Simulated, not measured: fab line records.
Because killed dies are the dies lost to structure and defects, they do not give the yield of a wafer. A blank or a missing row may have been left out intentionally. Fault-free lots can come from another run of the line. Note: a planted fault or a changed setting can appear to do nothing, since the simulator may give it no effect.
Chamber matching	flow nand-harc	NHARC_A_BONDPAD_CMP_19 on cmp-03: 4 sister chambers
The step polishes, t overpolish 30 s, cu recess touch 16 s, target thk 169.82 nm. 4 wafers are shown with their chamber, then 7 later ones without.

== WAFERS PAIRED WITH THEIR CHAMBERS ==
wafer	chamber	motor-current-A (A)
L305.3	1	11.9
L305.4	0	11.8
L304.3	2	10.7
L304.4	3	11.0

== WAFERS WHOSE CHAMBER IS MISSING ==
wafer	motor-current-A (A)
L304.5	11.7
L306.4	11.0
L306.5	10.6
L306.6	11.8
L308.2	10.2
L308.4	12.0
L308.6	10.8

== THE CHAMBER EACH PASSED THROUGH ==
wafer	from the rows above	in truth
L304.5	can't be placed: 0 or 1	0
L306.4	can't be placed: 3 or 2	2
L306.5	can't be placed: 2 or 3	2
L306.6	can't be placed: 0 or 1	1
L308.2	can't be placed: 2 or 3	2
L308.4	can't be placed: 1 or 0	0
L308.6	can't be placed: 2 or 3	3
Placed correctly: 0 of 7. Not placeable from these rows: 7 (in 7, the candidates include the true chamber). 0 placed wrongly.
How it was worked out, from the rows above alone: a wafer's distance from a chamber is the root of the sum, over the readings, of the square of ((its reading less the chamber's mean) divided by the reading's scatter). If the next closest chamber is less than 2 further off than the closest, the wafer can't be placed; otherwise it belongs to the closest. A chamber's mean is the mean of its shown wafers. The scatter: root of mean squared gap, hidden wafer to nearest shown wafer, with one shown wafer a chamber.
